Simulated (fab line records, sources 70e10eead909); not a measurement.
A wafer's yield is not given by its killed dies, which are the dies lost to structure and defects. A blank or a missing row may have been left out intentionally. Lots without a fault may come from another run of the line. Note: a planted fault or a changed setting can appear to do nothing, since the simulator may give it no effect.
Struck lot and sound lot, side by side :: flow nand harc :: 15 out of 1302 route steps
Sound: the wafers L258.3, L258.5, L258.6. Struck: wafer L264.5 (left out: L264.2, a lot-mate that was not struck); the cause follows at the end.
Order at every step that has rows: each side's tool, ch and its chambers, its first start. Under that, the readings that differ: sound wafers :: struck wafers :: difference of the means :: sigmas: that difference in standard deviations of wafers without a fault.
alike: readings with means less than 2 such deviations apart, plus words and numbers identical on both sides. not compared: withheld readings, readings lacking a value on some wafer, bounds such as >300 that could conceal the same value, and numbers that have no deviation in the record and whose values overlap.
The two part at a step that has a row with sigmas, a row that says differs or no value, or rows on one side only. Numbers that don't overlap but have no deviation are shown without sigmas and don't part them. A reading that every wafer of one side lacks parts them only if that side has two wafers or more.

first, 7 steps without rows for these wafers: NHARC_A_CONTACT_COAT_62 (time 65 s); NHARC_A_CONTACT_COAT_63 (resist thk 90 nm); NHARC_A_CONTACT_SOFTBAKE_64 (time 55 s); NHARC_A_CONTACT_EBR_65; NHARC_A_CONTACT_EXPOSE_66 (exposes mask A CC 2); NHARC_A_CONTACT_PEB_67 (peb time 65 s); NHARC_A_CONTACT_DEVELOP_68 (develop time 35 s).
NHARC_A_CONTACT_CD_MEAS_69: the cd target is 300 nm.
  sound on cd sem-03 ch 0, day 22 16:14; struck on cd sem-01 ch 0, day 24 22:19
  alike: cd nm
NHARC_A_CONTACT_OVL_MEAS_70:
  sound: overlay-02 at day 22 16:19; struck: overlay-02 at day 24 22:24
  alike: overlay x nm, overlay y nm
NHARC_A_CONTACT_INSPECT_71:
  sound: defect inspect-01 at day 22 16:22; struck: defect inspect-01 at day 24 22:26
  alike: raw defect count
NHARC_A_CONTACT_DESCUM_74: chemistry O2, time 3 s.
  sound on rie diel-04 ch 0,1,3, day 22 16:26; struck on rie diel-11 ch 2, day 24 22:30
  alike: drypump motor current A, oes product au, rf vpp V, showerhead plenum p Torr, throttle valve pct
  not compared: rf hours counter h
NHARC_A_CONTACT_ETCH_75: etches the open film in CF4, target depth 39 nm, time 65 s.
  sound on rie diel-04 ch 0,1, day 22 16:32; struck on rie diel-11 ch 2, day 24 22:36
  alike: cf4 flow sccm, drypump motor current A, oes product au, rf vpp V, run length s, showerhead plenum p Torr, throttle valve pct
  not compared: rf hours counter h
NHARC_A_CONTACT_ETCH_76: etches the open film in N2/H2, target depth 260 nm, time 475.3 s.
  sound on rie diel-04 ch 0,1, day 22 16:43; struck on rie diel-11 ch 2, day 24 22:46
reading: run length s (s)
sound: 496.9 496.7 496.2
struck: 361.6
difference: -135.0
sigmas: -99 or more
  alike: drypump motor current A, oes product au, rf vpp V, showerhead plenum p Torr, throttle valve pct
  not compared: rf hours counter h
NHARC_A_CONTACT_ETCH_77: etches the open film in CF4/CHF3, target depth 108.9 nm, time 54.5 s.
  sound: rie diel-04 ch 0,1; struck: rie diel-11 ch 2
reading: oes product au (a.u.)
sound: 0.928 0.922 0.922
struck: 0.961
difference: +0.037
sigmas: +2

reading: run length s (s)
sound: 75.3 76.0 75.4
struck: 76.7
difference: +1.1
sigmas: +2
  alike: cf4 flow sccm, drypump motor current A, rf vpp V, showerhead plenum p Torr, throttle valve pct
  not compared: rf hours counter h
following that, these wafers have no rows for 1 step: NHARC_END_SORT_01.

## WHERE THEY PART
Earliest at NHARC_A_CONTACT_ETCH_76; latest, in this record, at NHARC_A_CONTACT_ETCH_77.

WHY: what the simulator had put in
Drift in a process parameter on rie diel-11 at NHARC_A_CONTACT_ETCH_76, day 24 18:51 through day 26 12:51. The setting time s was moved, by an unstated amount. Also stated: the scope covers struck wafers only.
